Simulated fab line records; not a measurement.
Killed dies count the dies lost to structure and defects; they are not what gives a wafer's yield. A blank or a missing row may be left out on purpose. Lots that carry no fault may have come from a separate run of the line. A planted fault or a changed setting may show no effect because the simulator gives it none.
Matching of chambers :: flow n5-finfet :: rie-diel-01 running N5_SD_EPI_P_DESCUM_14: 4 sister chambers
The step chemistry O2, time 7.9 s. 8 wafers are shown with their chamber, then 12 later ones without.

WAFERS PAIRED WITH THEIR CHAMBERS
wafer: L076.4
chamber: 0
drypump-motor-current-A (A): 5.9
throttle-valve-pct (%): 20.78

wafer: L083.1
chamber: 0
drypump-motor-current-A (A): 5.9
throttle-valve-pct (%): 20.78

wafer: L086.2
chamber: 1
drypump-motor-current-A (A): 5.6
throttle-valve-pct (%): 20.97

wafer: L087.4
chamber: 3
drypump-motor-current-A (A): 6.3
throttle-valve-pct (%): 20.50

wafer: L087.6
chamber: 3
drypump-motor-current-A (A): 6.3
throttle-valve-pct (%): 20.50

wafer: L089.1
chamber: 1
drypump-motor-current-A (A): 5.5
throttle-valve-pct (%): 20.98

wafer: L089.3
chamber: 2
drypump-motor-current-A (A): 5.4
throttle-valve-pct (%): 20.49

wafer: L089.6
chamber: 2
drypump-motor-current-A (A): 5.4
throttle-valve-pct (%): 20.50

WAFERS MISSING THEIR CHAMBER
wafer: L091.1
drypump-motor-current-A (A): 5.9
throttle-valve-pct (%): 20.79

wafer: L091.3
drypump-motor-current-A (A): 5.5
throttle-valve-pct (%): 20.98

wafer: L091.4
drypump-motor-current-A (A): 5.4
throttle-valve-pct (%): 20.50

wafer: L090.1
drypump-motor-current-A (A): 6.3
throttle-valve-pct (%): 20.50

wafer: L090.2
drypump-motor-current-A (A): 5.5
throttle-valve-pct (%): 20.98

wafer: L090.4
drypump-motor-current-A (A): 5.4
throttle-valve-pct (%): 20.50

wafer: L094.2
drypump-motor-current-A (A): 5.9
throttle-valve-pct (%): 20.81

wafer: L094.5
drypump-motor-current-A (A): 5.9
throttle-valve-pct (%): 20.81

wafer: L094.6
drypump-motor-current-A (A): 6.3
throttle-valve-pct (%): 20.51

wafer: L096.1
drypump-motor-current-A (A): 5.6
throttle-valve-pct (%): 20.98

wafer: L096.2
drypump-motor-current-A (A): 6.3
throttle-valve-pct (%): 20.51

wafer: L096.6
drypump-motor-current-A (A): 5.4
throttle-valve-pct (%): 20.51

CHAMBER TAKEN BY EACH
wafer: L091.1
from the rows above: 0
in truth: 0

wafer: L091.3
from the rows above: 1
in truth: 1

wafer: L091.4
from the rows above: 2
in truth: 2

wafer: L090.1
from the rows above: 3
in truth: 3

wafer: L090.2
from the rows above: 1
in truth: 1

wafer: L090.4
from the rows above: 2
in truth: 2

wafer: L094.2
from the rows above: 0
in truth: 0

wafer: L094.5
from the rows above: 0
in truth: 0

wafer: L094.6
from the rows above: 3
in truth: 3

wafer: L096.1
from the rows above: 1
in truth: 1

wafer: L096.2
from the rows above: 3
in truth: 3

wafer: L096.6
from the rows above: 2
in truth: 2
12 of 12 placed correctly. Left unplaced by these rows: 0. Wrongly placed: 0.
How it was worked out, from the rows above alone: a wafer's distance from a chamber is the root of the sum, over the readings, of the square of ((its reading less the chamber's mean) divided by the reading's scatter). The wafer belongs to the nearest chamber; if the next one is less than 2 further off, it can't be placed. Each chamber's mean is taken over the wafers shown for it. The scatter is the square root of a quotient: the sum, over the shown wafers, of each reading's squared deviation from its chamber's mean, divided by wafers minus chambers.
